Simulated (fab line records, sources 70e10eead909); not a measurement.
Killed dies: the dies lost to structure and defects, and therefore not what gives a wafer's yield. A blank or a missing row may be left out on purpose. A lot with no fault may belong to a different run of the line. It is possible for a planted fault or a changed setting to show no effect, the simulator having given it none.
Which of the tools did it? ; flow nand_harc ; 12 lots with 36 wafers sampled at 6 steps, on a route of 1159 steps

== WHAT THE GAUGES READ, wafer by wafer ==
NHARC_P_ZERO_WELL_CD_MEAS_11 targets a cd of 500 nm. Usual: 499.6 nm for cd_nm, sd 1.7.
lot;measured;on;cd_nm (nm);flag
L741;day 1 13:14;cd_sem-02;500.6 498.4 502.2;
L742;day 1 19:15;cd_sem-03;498.8 497.4 497.8;
L743;day 2 01:08;cd_sem-01;498.6 500.1 499.5;
L744;day 2 07:14;cd_sem-03;497.8 495.3 498.9;
L745;day 2 13:07;cd_sem-01;502.5 500.3 502.3;
L747;day 3 01:07;cd_sem-01;498.0 498.7 496.8;
L749;day 3 13:14;cd_sem-01;500.7 499.4 498.7;
L758;day 5 19:15;cd_sem-01;498.5 497.8 500.5;
L760;day 6 07:14;cd_sem-02;501.9 499.9 500.4;
L761;day 6 13:15;cd_sem-02;501.2 502.7 503.6;
L763;day 7 01:15;cd_sem-02;498.4 500.3 496.7;
L764;day 7 07:15;cd_sem-01;500.9 498.6 499.0;

NHARC_P_ZERO_WELL_CD_MEAS_37 targets a cd of 720 nm. Usual: 720.3 nm for cd_nm, sd 1.8.
lot;measured;on;cd_nm (nm);flag
L741;day 1 16:06;cd_sem-02;720.4 719.4 721.6;
L742;day 1 22:07;cd_sem-02;721.3 719.1 719.8;
L743;day 2 04:00;cd_sem-01;721.6 717.9 721.1;
L744;day 2 09:59;cd_sem-03;722.0 718.2 718.2;
L745;day 2 16:10;cd_sem-02;720.1 719.2 719.1;
L747;day 3 03:58;cd_sem-03;718.2 719.7 720.3;
L749;day 3 16:07;cd_sem-02;786.9 788.0 790.0;OFF
L758;day 5 22:07;cd_sem-02;723.3 723.0 720.2;
L760;day 6 10:14;cd_sem-02;719.1 718.7 722.4;
L761;day 6 16:08;cd_sem-02;722.7 722.9 720.3;
L763;day 7 04:08;cd_sem-03;720.0 721.4 717.6;
L764;day 7 09:59;cd_sem-03;716.3 718.2 718.4;

NHARC_END_SORT_01. Usual: killed_at_array 21, standard deviation 8.9; killed_at_other 0.8, standard deviation 1.3; killed_at_periphery 3.6, standard deviation 2.4; killed_dies 26, standard deviation 8.9; killed_open 3.1, standard deviation 1.8; killed_short 1.9, standard deviation 1.3.
lot;measured;on;killed_at_array;killed_at_other;killed_at_periphery;killed_dies;killed_open;killed_short;flag
L749;day 21 05:49;prober-02;47 37 35;1 1 1;12 11 7;60 49 43;11 3 4;5 3 0;

== TOOL THAT RAN EACH LOT (tool first, then ch and the chambers of the sampled wafers, then the start) ==
lot;NHARC_P_ZERO_WELL_EXPOSE_34;NHARC_P_GATE_DESCUM_31;NHARC_P_GATE_ALD_36
L741;krf_scanner-02 ch 0, day 1 15:57;rie_diel-07 ch 0,1, day 4 15:55;ald_sin-03 ch 0,1,2, day 4 17:12
L742;krf_scanner-02 ch 0, day 1 21:58;rie_diel-03 ch 1,3, day 5 04:10;ald_sin-04 ch 0,1, day 5 06:07
L743;krf_scanner-01 ch 0, day 2 03:50;rie_diel-07 ch 0,2,3, day 5 03:59;ald_sin-02 ch 1,2, day 5 07:11
L744;krf_scanner-01 ch 0, day 2 09:50;rie_diel-03 ch 0,2, day 5 09:53;ald_sin-04 ch 2,3, day 5 12:32
L745;krf_scanner-04 ch 0, day 2 16:01;rie_diel-06 ch 0,1,3, day 5 14:53;ald_sin-02 ch 1,3, day 5 17:12
L747;krf_scanner-04 ch 0, day 3 03:49;rie_diel-03 ch 0,2,3, day 5 23:31;ald_sin-04 ch 0,1, day 6 00:50
L749;krf_scanner-01 ch 0, day 3 15:57;rie_diel-07 ch 0,2, day 6 16:05;ald_sin-04 ch 0,2,3, day 6 19:27
L758;krf_scanner-04 ch 0, day 5 21:58;rie_diel-07 ch 0,2, day 8 23:41;ald_sin-03 ch 1,2,3, day 9 04:19
L760;krf_scanner-01 ch 0, day 6 10:05;rie_diel-03 ch 0,2,3, day 9 11:20;ald_sin-03 ch 2,3, day 9 13:46
L761;krf_scanner-01 ch 0, day 6 15:59;rie_diel-07 ch 0,2,3, day 9 11:15;ald_sin-04 ch 0,1,3, day 9 14:39
L763;krf_scanner-01 ch 0, day 7 03:59;rie_diel-07 ch 2,3, day 10 09:08;ald_sin-04 ch 1,2, day 10 10:23
L764;krf_scanner-01 ch 0, day 7 09:50;rie_diel-06 ch 1,2, day 10 14:44;ald_sin-03 ch 1,2,3, day 10 19:34
- NHARC_P_ZERO_WELL_EXPOSE_34: exposes mask P PWELL, target cd 720 nm.
- NHARC_P_GATE_DESCUM_31: chemistry O2, time 3 s.
- NHARC_P_GATE_ALD_36: deposits SiNx, target thk 20 nm, pulse time 60 s, ald cycles 223.

== AS READ BY THE TOOLS THEMSELVES (means over the sampled wafers that have a number; for cases with no such wafer, the mark the record gives instead) ==
NHARC_P_ZERO_WELL_EXPOSE_34. Usual: 0.0 nm for focus_offset_nm, sd 0.59.
lot;tool;focus_offset_nm (nm);flag
L741;krf_scanner-02;0.4;
L742;krf_scanner-02;0.9;
L743;krf_scanner-01;0.4;
L744;krf_scanner-01;-1.0;
L745;krf_scanner-04;-0.2;
L747;krf_scanner-04;0.4;
L749;krf_scanner-01;0.4;
L758;krf_scanner-04;-0.6;
L760;krf_scanner-01;-0.4;
L761;krf_scanner-01;0.8;
L763;krf_scanner-01;-0.3;
L764;krf_scanner-01;-0.1;

NHARC_P_GATE_DESCUM_31. Usual: drypump_motor_current_A 5.5 A, standard deviation 0.36; o2_flow_sccm 200.0 sccm, standard deviation 0.61; oes_product_au 0.999 a.u., standard deviation 0.011; rf_vpp_V 57.7 V, standard deviation 0.86; showerhead_plenum_p_Torr 1.93 Torr, standard deviation 0.093; throttle_valve_pct 11.310 %, standard deviation 0.0087.
lot;tool;drypump_motor_current_A (A);o2_flow_sccm (sccm);oes_product_au (a.u.);rf_vpp_V (V);showerhead_plenum_p_Torr (Torr);throttle_valve_pct (%);flag
L741;rie_diel-07;5.4;199.5;1.015;57.9;2.02;11.313;
L742;rie_diel-03;5.7;200.2;0.993;57.3;1.85;11.308;
L743;rie_diel-07;5.4;200.6;0.990;58.7;2.00;11.305;
L744;rie_diel-03;5.2;200.2;1.004;57.3;1.93;11.314;
L745;rie_diel-06;5.6;200.0;1.006;57.0;1.84;11.309;
L747;rie_diel-03;5.2;199.9;0.992;57.7;1.89;11.313;
L749;rie_diel-07;5.1;200.3;1.000;57.4;1.97;11.310;
L758;rie_diel-07;5.3;199.7;1.003;57.8;1.97;11.313;
L760;rie_diel-03;5.2;200.1;0.995;57.9;1.88;11.301;
L761;rie_diel-07;5.3;199.7;0.993;57.3;1.99;11.303;
L763;rie_diel-07;5.5;200.1;0.991;58.0;1.99;11.310;
L764;rie_diel-06;5.2;200.4;1.006;56.4;1.83;11.307;

NHARC_P_GATE_ALD_36. Usual: heater_power_w 772 W, standard deviation 86; precursor_pulse_height_rel 0.999, standard deviation 0.018.
lot;tool;heater_power_w (W);precursor_pulse_height_rel;flag
L741;ald_sin-03;731;0.986;
L742;ald_sin-04;723;0.995;
L743;ald_sin-02;765;1.001;
L744;ald_sin-04;718;0.997;
L745;ald_sin-02;900;0.972;
L747;ald_sin-04;734;1.004;
L749;ald_sin-04;743;1.000;
L758;ald_sin-03;728;0.977;
L760;ald_sin-03;776;1.011;
L761;ald_sin-04;708;1.008;
L763;ald_sin-04;774;0.999;
L764;ald_sin-03;734;0.997;

== THE ANSWER, worked out from the rows above alone ==
Rule: a lot is off if the mean of its wafers that have a number lies more than 3 standard deviations from the usual mean. Also off: a lot with no number at a reading for which 4 or more lots have one. All remaining lots with rows at the step are treated as sound. Order of review: gauges by route order, followed by the tools' own readings, for which a lot's mean as printed above is used. At the first step where some lot is off, the reading lying furthest off is the one used; lots without a number count as furthest.
Off: L749 (NHARC_P_ZERO_WELL_CD_MEAS_37, cd_nm).
If a tool, at a process step before that reading, ran all the lots that are off and no sound lot after the first of them, it fits. Gauges at NHARC_P_ZERO_WELL_CD_MEAS_37: tried the same way as those tools. None of those tried fits.

== WHAT WAS PUT IN BY THE SIMULATOR ==
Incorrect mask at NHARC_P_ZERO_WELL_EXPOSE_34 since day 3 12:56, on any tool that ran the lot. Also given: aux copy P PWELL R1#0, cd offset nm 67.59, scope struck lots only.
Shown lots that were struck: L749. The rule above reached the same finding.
